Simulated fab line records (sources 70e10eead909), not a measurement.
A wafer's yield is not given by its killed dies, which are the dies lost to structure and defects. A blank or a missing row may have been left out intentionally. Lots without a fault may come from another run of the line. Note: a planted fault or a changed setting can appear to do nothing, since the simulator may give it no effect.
A lot that was struck, set against a sound lot :: flow nandHarc :: 27 steps out of a route of 1302
Sound: wafers L153.3, L153.4, L153.6. Struck: wafers L167.2, L167.3, L167.5. Last of all comes the cause.
For every step that has rows: the tool of each side, followed by ch and its chambers, followed by its first start. Under that, the readings that differ: sound wafers :: struck wafers :: difference of the means :: sigmas: that difference in standard deviations of wafers without a fault.
alike: words and numbers the same on both sides, and readings whose means are apart by under 2 such deviations; not compared: readings that were withheld, readings missing a value for some wafer, numbers with overlapping values and no deviation given by the record, and bounds like >300 which may hide the same value.
A row with sigmas, a row that says differs or no value, or rows on one side alone: a step with any of these is where the two part. Numbers that don't overlap but have no deviation are shown without sigmas and don't part them. Lack of a reading on every wafer of one side parts them only where that side has two or more wafers.

NHARC_P_ZERO_WELL_INSPECT_43:
  struck on defectInspect-01, day 8 09:51; sound on defectInspect-01, day 2 13:40
  alike: rawDefectCount
then, 11 steps without rows for these wafers: NHARC_P_STI_ETCH_26 (etches SiO2 in dHF, target depth 11 nm); NHARC_P_STI_PRECLEAN_27 (cleans in SC1); NHARC_P_STI_SRD_28; NHARC_P_STI_OXIDE_29 (material SiO2, target thk 10 nm, ox time 1362 s); NHARC_P_STI_HM_DEP_30 (deposits Si3N4, target thk 80 nm, time 873 s); NHARC_P_STI_DEHYDRATE_01 (time 120 s); NHARC_P_STI_HMDS_02 (time 30 s); NHARC_P_STI_COAT_41 (time 65 s); NHARC_P_STI_COAT_03 (resist thk 600 nm); NHARC_P_STI_SOFTBAKE_04 (time 70 s); NHARC_P_STI_EBR_05.
NHARC_P_STI_EXPOSE_06: exposes mask P STI, target cd 200 nm.
  sound on krfScanner-01 ch 0, day 3 05:29; struck on krfScanner-03 ch 0, day 9 01:36
reading: exposureDoseMJCm2
sound: 37.63 37.66 37.66
struck: 28.92 28.87 28.95
difference: -8.74
sigmas: -99 or more
  alike: mask
then, 2 steps without rows for these wafers: NHARC_P_STI_PEB_07 (peb time 80 s); NHARC_P_STI_DEVELOP_08 (time 50 s).
NHARC_P_STI_CD_MEAS_09: the cd target is 200 nm.
  sound on cdSem-03 ch 0, day 3 05:38; struck on cdSem-02 ch 0, day 9 01:45
reading: cdNm (nm)
sound: 203 203 206
struck: 147 142 148
difference: -58
sigmas: -16
NHARC_P_STI_OVL_MEAS_10:
  struck on overlay-01, day 9 01:50; sound on overlay-01, day 3 05:43
reading: overlayYNm (nm)
sound: 11 11 11
struck: -8 -8 -7
difference: -19
sigmas: -3
  alike: overlayXNm
NHARC_P_STI_INSPECT_11:
  struck on defectInspect-02, day 9 01:52; sound on defectInspect-02, day 3 05:45
  alike: rawDefectCount
then, 1 step without rows for these wafers: NHARC_P_STI_HARDBAKE_13 (time 65 s).
NHARC_P_STI_DESCUM_14: chemistry O2, time 3 s.
  sound on rieDiel-11 ch 2,3, day 3 05:53; struck on rieDiel-01 ch 1,3, day 9 02:01
reading: model.P_STI.cdNm (nm)
sound: 203.1 203 205.6
struck: 147.4 141.9 147.8
difference: -58.2
sigmas: 
  alike: drypumpMotorCurrentA, oesProductAu, rfVppV, showerheadPlenumPTorr, throttleValvePct
  not compared: rfHoursCounterH
NHARC_P_STI_ETCH_42: etches the open film in N2/H2, target depth 80 nm, overetch 24 nm, time 61 s.
  sound on rieDiel-11 ch 0,3, day 3 05:59; struck on rieDiel-01 ch 0,3, day 9 02:05
  alike: drypumpMotorCurrentA, oesProductAu, rfVppV, showerheadPlenumPTorr, throttleValvePct
  not compared: rfHoursCounterH
NHARC_P_STI_ETCH_31: etches the open film in CF4/CHF3, target depth 108.9 nm, time 54.5 s.
  sound on rieDiel-11 ch 0,2,3; struck on rieDiel-01 ch 1,2,3
  alike: drypumpMotorCurrentA, oesProductAu, rfVppV, showerheadPlenumPTorr, throttleValvePct
  not compared: rfHoursCounterH
NHARC_P_STI_ETCH_15: etches the open film in HBr/Cl2, target depth 300 nm, time 100.1 s.
  sound on rieSi-05 ch 2,3, day 3 06:12; struck on rieSi-03 ch 1,2, day 9 02:18
reading: model.P_STI.cdNm (nm)
sound: 201.8 201.5 205
struck: 146.1 140.8 147
difference: -58.1
sigmas: 
  alike: drypumpMotorCurrentA, oesProductAu, throttleValvePct
  not compared: rfHoursCounterH
NHARC_P_STI_CD_MEAS_16:
  struck on cdSem-02, day 9 02:27; sound on cdSem-01, day 3 06:22
reading: cdNm (nm)
sound: 202 202 205
struck: 146 141 147
difference: -58
sigmas: -15
NHARC_P_STI_OCD_MEAS_17:
  struck on ocd-01, day 9 02:32; sound on ocd-01, day 3 06:28
reading: trenchFootCdNm (nm)
sound: 162 162 165
struck: 105 100 105
difference: -60
sigmas: -16
then, 1 step without rows for these wafers: NHARC_P_STI_STRIP_19 (strips in SPM, time 900 s).
-- record jumps: 21 days between struck wafers' starts before vs after; left off in module P_STI, resumes in module END, first step shown is number 1302 of the route --
NHARC_END_SORT_01:
  here the record holds rows for the struck wafers (prober-01 ch 0, day 30 02:47) but none for the sound ones

WHERE THEY PART
At NHARC_P_STI_EXPOSE_06 first; at NHARC_END_SORT_01 last (within this record only).

WHY: whatever the simulator had introduced
Process parameter drift: krfScanner-03, from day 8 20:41 on, at NHARC_P_STI_EXPOSE_06. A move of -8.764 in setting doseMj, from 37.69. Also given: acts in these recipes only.
